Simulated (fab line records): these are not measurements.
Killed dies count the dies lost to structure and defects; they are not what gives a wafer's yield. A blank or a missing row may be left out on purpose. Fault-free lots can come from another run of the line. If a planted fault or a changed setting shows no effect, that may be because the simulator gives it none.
Matching of chambers | flow n5Finfet | N5_BEOL_M5_ETCH_67 on rieDiel-06: 4 sister chambers
The step etches SiARC in CF4, target depth 15.6 nm, time 26 s. 8 wafers are shown with their chamber, then 12 later ones without.

## WAFERS WITH THEIR CHAMBER
wafer  | chamber | drypumpMotorCurrentA (A) | showerheadPlenumPTorr (Torr)
L081.6 | 0       | 5.82                     | 2.15
L085.4 | 0       | 5.84                     | 2.14
L091.1 | 3       | 5.78                     | 2.17
L091.2 | 2       | 5.52                     | 2.11
L091.3 | 1       | 5.88                     | 2.22
L091.4 | 1       | 5.91                     | 2.22
L091.5 | 3       | 5.78                     | 2.17
L091.6 | 2       | 5.51                     | 2.11

## WAFERS WHOSE CHAMBER IS MISSING
wafer  | drypumpMotorCurrentA (A) | showerheadPlenumPTorr (Torr)
L094.1 | 5.51                     | 2.11
L094.2 | 5.83                     | 2.14
L094.3 | 5.89                     | 2.22
L094.4 | 5.75                     | 2.16
L094.5 | 5.91                     | 2.22
L094.6 | 5.51                     | 2.11
L097.1 | 5.85                     | 2.16
L097.2 | 5.90                     | 2.21
L097.3 | 5.51                     | 2.11
L097.4 | 5.83                     | 2.14
L097.5 | 5.84                     | 2.14
L097.6 | 5.94                     | 2.21

## CHAMBER TAKEN BY EACH
wafer  | from the rows above     | in truth
L094.1 | 2                       | 2
L094.2 | 0                       | 0
L094.3 | 1                       | 1
L094.4 | 3                       | 3
L094.5 | 1                       | 1
L094.6 | 2                       | 2
L097.1 | can't be placed: 0 or 3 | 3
L097.2 | 1                       | 1
L097.3 | 2                       | 2
L097.4 | 0                       | 0
L097.5 | 0                       | 0
L097.6 | 1                       | 1
11 of 12 placed correctly. Cannot be placed on the basis of these rows: 1; the candidates contain the true chamber in 1. Placed wrongly: 0.
How it was worked out, from the rows above alone: a wafer's distance from a chamber is the root of the sum, over the readings, of the square of ((its reading less the chamber's mean) divided by the reading's scatter). The wafer belongs to the nearest chamber; if the next one is less than 2 further off, it can't be placed. Each chamber's mean is taken over the wafers shown for it. The scatter: take each reading less its chamber's mean, square it, sum over the shown wafers, divide by the number of wafers less the number of chambers, and take the root.
